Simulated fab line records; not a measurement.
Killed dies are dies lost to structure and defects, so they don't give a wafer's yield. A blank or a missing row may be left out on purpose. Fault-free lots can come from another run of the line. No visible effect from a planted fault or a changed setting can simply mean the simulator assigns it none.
fab line records | flow n5Finfet
[record] lots = 11 wafers = 33 lastDay = 17
route steps=1938 shown BEOL_M9@1402
lots with no fault: from the same line, run without faults
startH: hours from the record's opening day to when the first of the lot's shown wafers began | waitH: time in hours since the lot's previous step | " identical to the entry in the row above | L1.1+2: one row covering several wafers at once | - no value present, or no start provided | * or withheld: withheld | < > ~ a bound
route shown NAME@n: a module of which the file shows steps, and the number in the route of the first | usual: average and standard deviation across the fault-free wafers | same: alike in all rows | chamber/n: place in a boat | sites: each site's reading | _std_site: the standard deviation of these | _edge_site: mean of outer sites minus mean of inner sites | radiusMm: for every site, how far away it sits from the centre of the wafer | mask NAME#n: copy n | behind: the most recent tool/chamber to have shaped the wafer | hold: cause of the lot's hold/its duration in hours/its outcome | device: the n, p or np transistor that did not switch | end of line: tests of these same wafers at the route's end | a step with no rows: only its recipe | killed: the dies lost at the first sort to structure and to defects; this is not the yield of the wafer | map: a wafer's dies, x killed, . not, _ none there
set.NAME: the setting the step ran with; set.NAME@STEP: the setting that earlier step ran with | model.NAME: the simulator's own value behind a step, which no gauge read
a sample of lots followed through the steps of the route, with each step as a table and each wafer as a row
services: the hour from which a tool's chamber was out of use, counted from the record's first day as startH (under 0 if before that day), plus the number of hours and why
[[steps]]
[step N5_BEOL_M9_CURE_71]
[recipe] tempC = 385 timeS = 240 ambient = He/Ar material = SiCOH_lowk
[usual] lampPowerPct = 52.31/0.054 wafer_temp_C_max = 387.0/0.64
// columns lot.wafer tool chamber startH waitH lampPowerPct wafer_temp_C_max
L239.1 uvCure-03 2 210.14 0.4 52.30 386.0
L239.2 " 2 " " 52.39 386.6
L239.3 " 2 " " 52.32 386.3
L241.1 uvCure-02 0 215.35 0.0 52.32 386.5
L241.2 " 0 " " 52.27 386.9
L241.4 " 0 " " 52.21 386.7
L244.1 uvCure-01 1 229.49 0.3 52.27 386.6
L244.2 " 1 " " 52.28 387.7
L244.3 " 1 " " 52.22 386.7
L247.2 uvCure-02 2 250.57 0.2 52.35 387.6
L247.5 " 2 " " 52.25 387.1
L247.6 " 2 " " 52.27 387.2
L248.1 uvCure-02 2 263.19 0.0 52.26 387.1
L248.3 " 2 " " 52.36 388.6
L248.5 " 2 " " 52.24 387.5
L250.3 uvCure-03 1 275.60 0.5 52.35 386.3
L250.4 " 1 " " 52.37 386.2
L250.5 " 1 " " 52.29 386.8
L253.1 uvCure-02 2 282.59 0.1 52.39 387.4
L253.3 " 2 " " 52.39 387.2
L253.4 " 2 " " 52.35 388.8
L252.3 uvCure-02 1 285.41 0.4 52.24 387.4
L252.5 " 1 " " 52.36 387.1
L252.6 " 1 " " 52.33 387.6
L254.1 uvCure-03 2 292.96 0.4 52.36 387.4
L254.3 " 2 " " 52.35 387.0
L254.6 " 2 " " 52.24 386.2
L262.3 uvCure-01 1 344.95 0.3 52.26 386.7
L262.4 " 1 " " 52.32 385.6
L262.5 " 1 " " 52.28 386.5
L260.1 uvCure-02 2 345.01 0.0 52.43 387.3
L260.4 " 2 " " 52.41 389.0
L260.6 " 2 " " 52.35 388.3
[step N5_BEOL_M9_THK_MEAS_01]
[recipe] reads = SiCOH_lowk_of_BEOL_M9_ILD_DEP_00
[usual] M9_ILD_THK = 268/3.1
// columns lot.wafer tool chamber startH waitH M9_ILD_THK[nm]
L239.1 filmMetro-02 - 210.65 0.4 263
L239.2 " - " " 262
L239.3 " - " " 265
L241.1 filmMetro-01 - 216.34 0.8 265
L241.2 " - " " 266
L241.4 " - " " 275
L244.1 filmMetro-02 - 230.00 0.4 267
L244.2 " - " " 267
L244.3 " - " " 269
L247.2 filmMetro-02 - 251.41 0.7 269
L247.5 " - " " 271
L247.6 " - " " 272
L248.1 filmMetro-01 - 263.70 0.4 263
L248.3 " - " " 267
L248.5 " - " " 269
L250.3 filmMetro-02 - 275.95 0.3 267
L250.4 " - " " 272
L250.5 " - " " 272
L253.1 filmMetro-01 - 283.11 0.4 263
L253.3 " - " " 266
L253.4 " - " " 268
L252.3 filmMetro-01 - 286.09 0.5 265
L252.5 " - " " 268
L252.6 " - " " 271
L254.1 filmMetro-01 - 293.47 0.4 267
L254.3 " - " " 265
L254.6 " - " " 272
L262.3 filmMetro-02 - 345.31 0.3 269
L262.4 " - " " 267
L262.5 " - " " 267
L260.1 filmMetro-02 - 346.00 0.8 267
L260.4 " - " " 269
L260.6 " - " " 268
[step N5_BEOL_M9_PECVD_70]
[recipe] material = SiO2 targetThkA = 200 tempC = 400 precursor = TEOS/O2 pressureTorr = 5.5 rfW = 450 teosFlowSccm = 53.8 gas = O2 flowSccm = 3000 timeS = 22.7
[usual] heaterPowerW = 751/95 showerheadPlenumPTorr = 8.79/0.052 throttleValvePct = 22.3/1.4
// columns lot.wafer tool chamber startH waitH heaterPowerW showerheadPlenumPTorr throttleValvePct
L239.1 pecvd-01 0 210.69 0.0 662 8.82 21.7
L239.2 " 1 " " 670 8.84 22.2
L239.3 " 2 " " 751 8.84 21.5
L241.1 pecvd-01 2 216.38 0.0 773 8.84 21.7
L241.2 " 0 " " 689 8.82 21.6
L241.4 " 0 " " 701 8.82 21.7
L244.1 pecvd-02 0 230.04 0.0 618 8.75 23.5
L244.2 " 1 " " 701 8.80 23.8
L244.3 " 1 " " 704 8.81 23.9
L247.2 pecvd-02 0 251.44 0.0 729 8.73 23.6
L247.5 " 2 " " 833 8.70 20.0
L247.6 " 0 " " 714 8.72 23.2
L248.1 pecvd-01 0 263.74 0.0 630 8.83 21.8
L248.3 " 1 " " 683 8.83 22.1
L248.5 " 0 " " 630 8.81 21.8
L250.3 pecvd-02 1 276.00 0.1 812 8.82 23.8
L250.4 " 2 " " 985 8.71 20.2
L250.5 " 2 " " 983 8.69 20.1
L253.1 pecvd-02 1 283.14 0.0 762 8.80 23.8
L253.3 " 2 " " 884 8.72 20.2
L253.4 " 1 " " 777 8.79 23.8
L252.3 pecvd-03 2 286.12 0.0 867 8.86 22.5
L252.5 " 2 " " 835 8.85 22.6
L252.6 " 1 " " 819 8.76 22.8
L254.1 pecvd-02 0 293.51 0.0 629 8.73 23.5
L254.3 " 0 " " 633 8.75 23.6
L254.6 " 0 " " 639 8.75 23.7
L262.3 pecvd-03 1 345.34 0.0 858 8.78 22.7
L262.4 " 0 " " 762 8.74 20.0
L262.5 " 2 " " 875 8.84 22.7
L260.1 pecvd-02 1 346.04 0.0 790 8.80 23.7
L260.4 " 0 " " 713 8.74 23.7
L260.6 " 1 " " 807 8.80 24.1
[step N5_BEOL_M9_ETCH_62]
[recipe] chemistry = N2/H2 target = SOC targetDepthA = 1100 overetchA = 220 maskMaterial = SiARC tempC = 40 timeS = 165 ionEnergyEv = 200 pressureMtorr = 30 sourceW = 840 biasW = 150 n2FlowSccm = 200 h2FlowSccm = 200
[usual] drypumpMotorCurrentA = 5.5/0.47 oesProductAu = 0.66/0.072 rfFwdPowerW = 837.5/2.6 rfVppV = 523.9/2.4 showerheadPlenumPTorr = 2.54/0.075 throttleValvePct = 17.79/0.23
// columns lot.wafer tool chamber startH waitH drypumpMotorCurrentA oesProductAu rfFwdPowerW rfHoursCounterH rfVppV showerheadPlenumPTorr throttleValvePct
L239.1 rieDiel-03 2 213.52 0.0 4.8 0.79 836.3 16 524.7 2.60 17.68
L239.2 " 3 " " 5.4 0.60 836.1 205 522.0 2.51 17.81
L239.3 " 0 " " 5.5 0.67 840.1 106 523.8 2.56 17.76
L241.1 rieDiel-05 3 218.69 0.0 5.5 0.63 836.1 176 520.4 2.43 17.98
L241.2 " 2 " " 6.3 0.58 833.2 228 520.6 2.41 18.19
L241.4 " 1 " " 5.0 0.61 841.2 - 524.7 2.62 17.78
L244.1 rieDiel-05 3 230.83 0.0 5.5 0.63 839.1 179 520.2 2.43 17.98
L244.2 " 0 " " 6.5 0.58 833.9 247 522.1 2.50 18.19
L244.3 " 1 " " 5.0 0.60 835.4 223 525.2 2.62 17.78
L247.2 rieDiel-03 1 253.41 0.0 5.4 0.67 840.3 128 525.0 2.55 17.63
L247.5 " 0 " " 5.6 0.66 839.0 - 522.5 2.56 17.81
L247.6 " 3 " " 5.4 0.59 841.8 - 522.6 2.51 17.84
L248.1 rieDiel-05 2 267.42 0.0 6.4 0.57 833.8 249 519.6 2.40 18.20
L248.3 " 0 " " 6.5 0.83 839.6 4 523.0 2.50 17.78
L248.5 " 3 " " 5.5 0.61 835.2 - 520.7 2.43 18.01
L250.3 rieDiel-02 3 277.71 0.0 5.8 0.62 841.5 196 526.1 2.62 17.76
L250.4 " 1 " " 5.4 0.71 838.6 56 524.6 2.58 17.60
L250.5 " 2 " " 5.2 0.63 838.7 - 524.3 2.53 18.05
L253.1 rieDiel-03 1 284.46 0.0 5.4 0.65 834.7 140 525.1 2.54 17.62
L253.3 " 2 " " 4.8 0.75 835.3 38 526.5 2.59 17.71
L253.4 " 0 " " 5.5 0.65 838.1 134 525.4 2.55 17.84
L252.3 rieDiel-05 0 287.77 0.0 6.4 0.80 1038.4 14 487.6 2.49 17.78
L252.5 " 3 " " 5.5 0.61 1041.2 - 486.2 2.42 18.02
L252.6 " 1 " " 5.0 0.59 1039.2 - 490.2 2.61 17.81
L254.1 rieDiel-05 3 295.70 0.0 5.5 0.61 1039.3 208 485.1 2.42 18.01
L254.3 " 1 " " 5.0 0.59 1042.9 244 488.3 2.61 17.81
L254.6 " 3 " " 5.5 0.60 1039.6 - 484.8 2.42 18.03
L262.3 rieDiel-03 1 349.46 0.0 5.4 0.64 834.9 162 523.8 2.53 17.69
L262.4 " 1 " " 5.4 0.64 831.9 - 523.6 2.53 17.69
L262.5 " 2 " " 4.9 0.73 832.8 - 524.6 2.58 17.74
L260.1 rieDiel-02 3 350.02 0.0 5.7 0.61 833.7 215 525.7 2.61 17.78
L260.4 " 2 " " 5.2 0.62 837.3 206 522.7 2.52 18.07
L260.6 " 3 " " 5.8 0.61 833.1 - 525.8 2.61 17.77
[[services]]
// columns tool chamber startH hours kind
pecvd-02 2 202.38 - clean
pecvd-02 2 202.38 - consumableReplace:showerhead
pecvd-02 2 202.38 29.0 scheduledDown
pecvd-02 2 202.38 29.0 ventCycle
uvCure-02 - 203.98 4.5 repair
rieDiel-05 0 215.24 3.8 repair
pecvd-01 2 232.62 4.2 repair
rieDiel-05 0 241.21 - clean
uvCure-03 - 241.21 7.5 pm
rieDiel-02 - 243.38 28.1 pm
pecvd-02 2 252.90 2.1 scheduledDown
rieDiel-05 - 253.86 0.2 repair
pecvd-02 0 261.04 21.4 repair
uvCure-01 - 271.31 6.6 repair
pecvd-03 - 286.97 14.6 pm
uvCure-01 - 287.85 6.0 pm
rieDiel-02 3 290.29 7.6 repair
pecvd-02 2 292.28 5.5 scheduledDown
rieDiel-02 1 297.44 11.5 repair
uvCure-02 - 301.07 24.9 pm
rieDiel-03 0 312.23 12.7 repair
pecvd-02 1 319.14 5.5 scheduledDown
pecvd-02 - 323.95 1.9 repair
uvCure-02 - 342.38 0.3 repair
[[key]]
[firstSign] step = N5_BEOL_M9_ETCH_62 reading = rfFwdPowerW direction = up sigmas = 77 usual = * struck = *
[effect] step = N5_BEOL_M9_ETCH_62 reading = rfVppV direction = down sigmas = 16 usual = 523.9 struck = 487.0
metAt N5_BEOL_M9_ETCH_62
struckLots L252,L254
notActingAt N5_BEOL_M9_CURE_71,N5_BEOL_M9_THK_MEAS_01,N5_BEOL_M9_PECVD_70
onsetBetween 267.42 287.77
[fault] kind = processParameterDrift tool = rieDiel-05 chamber = - onsetH = 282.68 steps = N5_BEOL_M9_ETCH_62 channel = sourceW offset = 201.6 shape = step endH = 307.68 actsIn = theseRecipesOnly stated = 840
